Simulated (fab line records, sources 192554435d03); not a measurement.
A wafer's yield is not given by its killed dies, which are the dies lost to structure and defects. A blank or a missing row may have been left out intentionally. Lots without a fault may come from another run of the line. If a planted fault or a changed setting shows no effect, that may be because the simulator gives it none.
Chamber matching ; flow n5 finfet ; N5_BEOL_M0_ETCH_138 on rie diel-05: 4 sister chambers
The step etches SiCN in CH3F/O2, target depth 12 nm, time 31.6 s. 20 wafers are shown with their chamber, then 10 later ones without.

== EACH WAFER AND ITS CHAMBER ==
wafer;chamber;throttle valve pct (%);showerhead plenum p Torr (Torr);oes product au (a.u.)
L074.4;0;16.13;2.07;0.62
L074.5;3;16.72;1.98;0.58
L074.6;2;16.52;2.05;0.60
L076.3;0;16.13;2.07;0.62
L076.4;2;16.53;2.05;0.60
L076.6;1;15.86;1.99;0.67
L079.1;3;16.70;1.98;0.59
L079.4;2;16.54;2.05;0.60
L079.5;0;16.11;2.07;0.61
L081.2;0;16.15;2.07;0.61
L081.3;2;16.52;2.05;0.60
L081.6;1;15.88;1.99;0.66
L082.1;3;16.74;1.98;0.58
L082.4;0;16.14;2.07;0.60
L082.5;0;16.13;2.07;0.61
L083.1;1;15.88;1.98;0.65
L083.3;3;16.74;1.98;0.58
L083.4;2;16.54;2.04;0.60
L089.2;3;16.75;1.97;0.57
L089.3;0;16.18;2.06;0.60

SIGNATURES, as means of the wafers listed above
reading;chamber 0;chamber 1;chamber 2;chamber 3;scatter within a chamber
throttle valve pct;16.1386;15.8733;16.5300;16.7300;0.0179
showerhead plenum p Torr;2.0686;1.9867;2.0480;1.9780;0.00442
oes product au;0.6100;0.6600;0.6000;0.5800;0.00707
Rule: for each reading, subtract the chamber's mean from the wafer's reading, divide by that reading's scatter and square the result; add these up over the readings and take the root, which gives the wafer's distance from the chamber. The wafer belongs to the nearest chamber; if the next one is less than 2 further off, it can't be placed. How the scatter is found: for the shown wafers, subtract from each reading the mean of its chamber, square and add these, divide the total by (wafers less chambers), then take the root.

== WAFERS WITH NO CHAMBER GIVEN ==
wafer;throttle valve pct (%);showerhead plenum p Torr (Torr);oes product au (a.u.)
L089.4;16.16;2.06;0.60
L090.1;15.92;1.98;0.64
L090.3;16.11;2.04;0.84
L090.4;15.92;1.98;0.63
L091.3;16.10;2.04;0.83
L091.4;15.90;1.98;0.64
L091.5;16.12;2.04;0.83
L093.1;15.95;1.98;0.64
L093.4;16.29;1.97;0.83
L093.5;16.28;1.97;0.81

== WHICH CHAMBER EACH ONE RAN IN ==
wafer;from the rows above;in truth
L089.4;0;0
L090.1;1;1
L090.3;1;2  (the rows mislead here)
L090.4;1;1
L091.3;1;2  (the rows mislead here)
L091.4;1;1
L091.5;can't be placed: 1 or 0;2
L093.1;1;1
L093.4;1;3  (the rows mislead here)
L093.5;1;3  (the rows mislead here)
Correctly placed: 5 of 10. Can't be placed from these rows: 1 (the true chamber is among the candidates in 0). Placed wrongly: 4.
